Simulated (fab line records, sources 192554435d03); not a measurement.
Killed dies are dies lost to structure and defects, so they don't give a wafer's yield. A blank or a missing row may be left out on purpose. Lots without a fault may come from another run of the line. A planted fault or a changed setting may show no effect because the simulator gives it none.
One fault seen from 2 desks | flow n5_finfet | each desk has only its own numbers; what lay behind them comes last

THE METROLOGY DESK
What the gauges read, lot by lot, whatever tool the lot ran on: means of the sampled wafers that have a number. A lot is out of limits, marked OUT, if its mean lies more than 4 standard deviations from the usual mean; the brackets give that distance. Of its 12 readings 7 are shown: those that lie furthest out on some lot.
Columns: A = trench_depth_nm at N5_FIN_SAQP_OCD_MEAS_76, usual 120.1 nm; B = DIBL_P at N5_BEOL_M4_RC_MEAS_101, usual 36.2 mV/V; C = IOFF_N at N5_BEOL_M4_RC_MEAS_101, usual 0.16 nA/um; D = ION_N at N5_BEOL_M4_RC_MEAS_101, usual 673 uA/um; E = SS_N at N5_BEOL_M4_RC_MEAS_101, usual 71.6 mV/dec; F = VT_N at N5_BEOL_M4_RC_MEAS_101, usual 251 mV; G = VT_P at N5_BEOL_M4_RC_MEAS_101, usual -251 mV
lot  | first seen here | A     | B    | C    | D   | E    | F   | G
L216 | day 2 18:55     | 114.7 | 35.1 | 0.15 | 667 | 72.0 | 251 | -253
L218 | day 3 06:02     | 115.6 | 34.1 | 0.13 | 667 | 70.6 | 253 | -249
L226 | day 5 07:07     | 118.6 | 36.4 | 0.16 | 671 | 71.7 | 250 | -256
L228 | day 5 22:08     | 120.0 | 34.0 | 0.14 | 659 | 71.2 | 252 | -251
L230 | day 6 05:43     | 120.1 | 34.5 | 0.15 | 665 | 71.4 | 253 | -252
L231 | day 6 12:21     | 119.4 | 37.2 | 0.17 | 677 | 72.0 | 250 | -252
L232 | day 6 18:23     | 120.9 | 36.2 | 0.15 | 665 | 71.7 | 253 | -251
L233 | day 7 00:11     | 120.1 | 36.0 | 0.14 | 671 | 71.3 | 252 | -259
L234 | day 7 06:15     | 118.4 | 36.3 | 0.16 | 678 | 71.4 | 250 | -254
L236 | day 7 17:46     | 121.4 | 40.4 | 0.22 | 697 | 72.5 | 245 | -248
This desk's finding: nothing out of limits on any of the 10 lots.

THE TOOL OWNER'S DESK: rie_si-05
The tool's own readings at N5_FIN_SAQP_FIN_ETCH_36 (etches the open film in HBr/Cl2/O2, target depth 120 nm, time 50.4 s): means of the sampled wafers that have a number, for each lot that ran on this tool. A lot is out of limits, marked OUT, if its mean lies more than 4 standard deviations from the usual mean; the brackets give that distance.
Columns: A = bias_w at N5_FIN_SAQP_FIN_ETCH_36, usual 102.0 W; B = drypump_motor_current_A at N5_FIN_SAQP_FIN_ETCH_36, usual 6.0 A; C = oes_o_777_au at N5_FIN_SAQP_FIN_ETCH_36, usual 1.02 a.u.; D = oes_product_au at N5_FIN_SAQP_FIN_ETCH_36, usual 1.010 a.u.; E = throttle_valve_pct at N5_FIN_SAQP_FIN_ETCH_36, usual 36.09 %
lot  | first seen here | A              | B   | C    | D     | E
L216 | day 2 20:49     | 82.6 (-61) OUT | 5.9 | 1.07 | 0.984 | 36.32
L218 | day 3 08:09     | 82.1 (-62) OUT | 5.8 | 1.03 | 0.990 | 36.11
L231 | day 6 14:22     | 102.0          | 6.0 | 1.02 | 1.009 | 36.05
L233 | day 7 02:11     | 101.9          | 5.8 | 1.03 | 1.018 | 36.07
L234 | day 7 08:08     | 102.2          | 5.8 | 1.00 | 0.998 | 36.13
This desk's finding: out of limits on L216, L218; first on L216, day 2 20:49 (bias_w at N5_FIN_SAQP_FIN_ETCH_36). In limits: L231, L233, L234.

PUT TOGETHER
The tool owner's desk could have raised an alarm at day 2 20:49, on L216, L218.
The metrology desk saw nothing out of limits.
The metrology desk has L216, L218 on record, within its limits.
Of the lots named, all ran N5_FIN_SAQP_FIN_ETCH_36 on rie_si-05.

WHAT THE SIMULATOR HAD PUT IN
Process parameter drift: rie_si-05, from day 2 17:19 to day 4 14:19, at N5_FIN_SAQP_FIN_ETCH_36. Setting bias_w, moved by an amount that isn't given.
Lots struck among those shown: L216, L218.
Hours from the fault's start to each desk's first reading out of limits: the tool owner's desk, 3.
